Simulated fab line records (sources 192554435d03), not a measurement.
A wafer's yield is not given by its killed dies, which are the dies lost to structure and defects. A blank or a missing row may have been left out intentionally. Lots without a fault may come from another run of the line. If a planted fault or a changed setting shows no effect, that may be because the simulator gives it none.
One fault through the eyes of 2 desks :: flow n5 finfet :: each desk has only its own numbers; what lay behind them comes last

== THE METROLOGY DESK ==
What the gauges read for every lot (on any tool): the sampled wafers with a number, averaged. Any lot whose mean is over 4 standard deviations away from the usual mean is out of limits and marked OUT; that distance is given in the brackets. Of its 10 readings 7 are shown: those that lie furthest out on some lot.
Columns: A = IOFF_N at N5_BEOL_M4_RC_MEAS_101, usual 0.16 nA/um; B = IOFF_P at N5_BEOL_M4_RC_MEAS_101, usual 0.22 nA/um; C = ION_N at N5_BEOL_M4_RC_MEAS_101, usual 677 uA/um; D = ION_P at N5_BEOL_M4_RC_MEAS_101, usual 466 uA/um; E = SS_N at N5_BEOL_M4_RC_MEAS_101, usual 71.5 mV/dec; F = VT_N at N5_BEOL_M4_RC_MEAS_101, usual 249 mV; G = VT_P at N5_BEOL_M4_RC_MEAS_101, usual -248.9 mV
lot: L610
first seen here: day 9 15:13
A: 0.16
B: 0.22
C: 694
D: 474
E: 71.1
F: 250
G: -247.2

lot: L614
first seen here: day 10 10:16
A: 0.15
B: 0.19
C: 672
D: 462
E: 71.1
F: 251
G: -254.2

lot: L622
first seen here: day 12 03:11
A: 0.15
B: 0.22
C: 670
D: 461
E: 70.8
F: 251
G: -248.5

lot: L624
first seen here: day 12 17:07
A: 0.15
B: 0.20
C: 669
D: 460
E: 71.4
F: 251
G: -250.6

lot: L625
first seen here: day 12 20:19
A: 0.12
B: 0.17
C: 657
D: 455
E: 71.4
F: 253
G: -253.5

lot: L629
first seen here: day 14 00:56
A: 0.17
B: 0.23
C: 675
D: 464
E: 71.7
F: 247
G: -247.3
This desk's finding: nothing out of limits on any of the 6 lots.

== THE TOOL OWNER'S DESK: rie diel-02 ==
The tool's own readings at N5_HKMG_FIN_ETCH_67 (etches SOC in N2/H2, stops on TiN, target depth 388.9 nm): means of the sampled wafers that have a number, for each lot that ran on this tool. Any lot whose mean is over 4 standard deviations away from the usual mean is out of limits and marked OUT; that distance is given in the brackets. Shown are 7 of the 8 readings it has, namely the first that went out of limits plus those furthest out on some lot.
Columns: A = drypump motor current A at N5_HKMG_FIN_ETCH_67, usual 5.9 A; B = h2 flow sccm at N5_HKMG_FIN_ETCH_67, usual 200.0 sccm; C = oes product au at N5_HKMG_FIN_ETCH_67, usual 0.77 a.u.; D = rf fwd power W at N5_HKMG_FIN_ETCH_67, usual 844 W; E = rf vpp V at N5_HKMG_FIN_ETCH_67, usual 241.0 V; F = showerhead plenum p Torr at N5_HKMG_FIN_ETCH_67, usual 2.57 Torr; G = throttle valve pct at N5_HKMG_FIN_ETCH_67, usual 17.75 %
lot: L610
first seen here: day 5 04:56
A: 5.8
B: 200.1
C: 0.88
D: 1047 (+60) OUT
E: 224.9 (-11) OUT
F: 2.63
G: 17.83

lot: L614
first seen here: day 6 05:35
A: 6.1
B: 200.3
C: 0.91
D: 1048 (+60) OUT
E: 225.0 (-11) OUT
F: 2.67
G: 17.67

lot: L629
first seen here: day 10 02:06
A: 6.1
B: 200.0
C: 0.85
D: 845
E: 243.0
F: 2.66
G: 17.73
This desk finds L610, L614 out of limits, L610 being first, at day 5 04:56 (rf fwd power W at N5_HKMG_FIN_ETCH_67). Within limits: L629.

== BROUGHT TOGETHER ==
At day 5 04:56, on L610, L614, the tool owner's desk was in a position to raise an alarm.
At the metrology desk, nothing out of limits was observed.
The metrology desk has L610, L614 on record, within its limits.
On rie diel-02, each named lot ran N5_HKMG_FIN_ETCH_67.

== WHAT THE SIMULATOR HAD PUT IN ==
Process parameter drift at N5_HKMG_FIN_ETCH_67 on rie diel-02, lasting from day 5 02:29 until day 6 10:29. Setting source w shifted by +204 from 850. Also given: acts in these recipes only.
Struck lots among those shown: L610, L614.
Hours from the fault's start to each desk's first reading out of limits: the tool owner's desk, 2.
